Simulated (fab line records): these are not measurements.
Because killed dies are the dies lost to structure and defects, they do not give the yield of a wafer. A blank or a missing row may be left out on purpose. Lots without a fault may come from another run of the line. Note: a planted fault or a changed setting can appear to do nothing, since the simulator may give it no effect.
Split-lot trial	flow n5_finfet	21 wafers read across 7 lots, on a route 1938 steps long

## SPLIT DETAILS
At N5_SDB_COAT_03 (time 60 s, resist thk 100 nm), the setting spin_rpm was moved away from the recipe's 1500 rpm on 7 of the 21 wafers read, by -11.1% to +5.3%. All remaining wafers had this setting at the recipe value.

## FROM THE SPLIT TO THE READING: what the file shows between them, 7 steps
- N5_SDB_COAT_04: time 60 s, resist thk 18 nm
- N5_SDB_COAT_05: resist thk 90 nm
- N5_SDB_DESCUM_16: chemistry O2, time 7.9 s
- N5_SDB_ETCH_17: etches SiARC in CF4, target depth 23.4 nm, time 39 s
- N5_SDB_ETCH_18: etches SOC in N2/H2, target depth 100 nm, overetch 20 nm, time 150 s
- N5_SDB_STRIP_19: strips in N2/H2
- N5_SDB_STRIP_21: strips in CF4

## THE READING
SOC_of_SDB_COAT_03.thk_nm (the simulator's own value, which no gauge read), in nm, at N5_SDB_HM_OPEN_20 (chemistry CH3F/O2, target SiNx, stops on poly-Si, target depth 24 nm). The file gives no usual value for it. Average 83.9 nm, standard deviation 0.25 nm, over the 14 wafers here run with the recipe.

wafer	tool, chamber at the split	spin_rpm as run, rpm	against the recipe	SOC_of_SDB_COAT_03.thk_nm, nm	against lot-mates on the recipe
L075.2	litho_track-01, 0	1500	recipe	84	-
L075.3	litho_track-01, 0	1500	recipe	84.4	-
L075.4	litho_track-01, 0	1500	recipe	84.2	-
L081.3	litho_track-02, 0	1500	recipe	83.8	-
L081.5	litho_track-02, 0	1500	recipe	83.8	-
L081.6	litho_track-02, 0	1500	recipe	83.8	-
L083.3	litho_track-02, 0	1375	-8.3%	88.8	+5.4
L083.5	litho_track-02, 0	1500	recipe	83.4	-
L083.6	litho_track-02, 0	1375	-8.3%	88.2	+4.8
L085.4	litho_track-01, 0	1500	recipe	83.8	-
L085.5	litho_track-01, 0	1500	recipe	83.8	-
L085.6	litho_track-01, 0	1334	-11.1%	89.8	+6.0
L089.1	litho_track-05, 0	1500	recipe	84	-
L089.6	litho_track-05, 0	1500	recipe	84	-
L089.3	litho_track-05, 0	1429	-4.7%	86.8	+2.8
L094.1	litho_track-01, 0	1379	-8.1%	88.6	+4.8
L094.3	litho_track-01, 0	1500	recipe	83.6	-
L094.6	litho_track-01, 0	1500	recipe	84	-
L096.1	litho_track-05, 0	1580	+5.3%	80.6	-3.0
L096.4	litho_track-05, 0	1580	+5.3%	80.8	-2.8
L096.5	litho_track-05, 0	1500	recipe	83.6	-

FIT RESULTS
A straight line over all 21 wafers: SOC_of_SDB_COAT_03.thk_nm changes by -0.565 nm for each +1% of spin_rpm; r = -0.99; the points scatter about the line by 0.26 nm.
The same after taking each lot's own level away (the mean of its wafers on the recipe; 21 wafers): -0.575 nm for each +1%; r = -1.00; scatter 0.2 nm.
The reading moves by 6.4 nm for the largest change in spin_rpm, on that fit.
Across the lots, their own levels run from 83.40 to 84.20 nm, a range of 3.2 times the standard deviation given above.
Hence the lot-to-lot level has little effect on the slope; both slopes agree.
Check: for one of the wafers moved furthest among these (-11.1%), held out of the fit, the line's prediction against its lot-mates is +6.57 nm. Against them it came out at +6 nm.

## THE WHOLE CHAIN: every reading that the file lists as answering this split, in the file's order
step	what it does	reading	change (the file's fit)	r (the file's)
N5_SDB_COAT_03	time 60 s, resist thk 100 nm	SOC_of_SDB_COAT_03.thk_nm (the simulator's own value, which no gauge read)	-0.553 nm for each +1% of the setting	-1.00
N5_SDB_ETCH_18	etches SOC in N2/H2, target depth 100 nm, overetch 20 nm, time 150 s	etch.depth_nm (the simulator's own value, which no gauge read)	-0.552 nm for each +1% of the setting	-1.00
N5_SDB_HM_OPEN_20	chemistry CH3F/O2, target SiNx, stops on poly-Si, target depth 24 nm	SOC_of_SDB_COAT_03.thk_nm (the simulator's own value, which no gauge read)	-0.573 nm for each +1% of the setting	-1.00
N5_SDB_STRIP_22	strips in N2/H2	strip_time_to_endpoint_s	withheld for each +1% of the setting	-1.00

## THE FILE'S OWN FIT
SOC_of_SDB_COAT_03.thk_nm changes by -0.573 nm for each +1% of spin_rpm, r = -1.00.
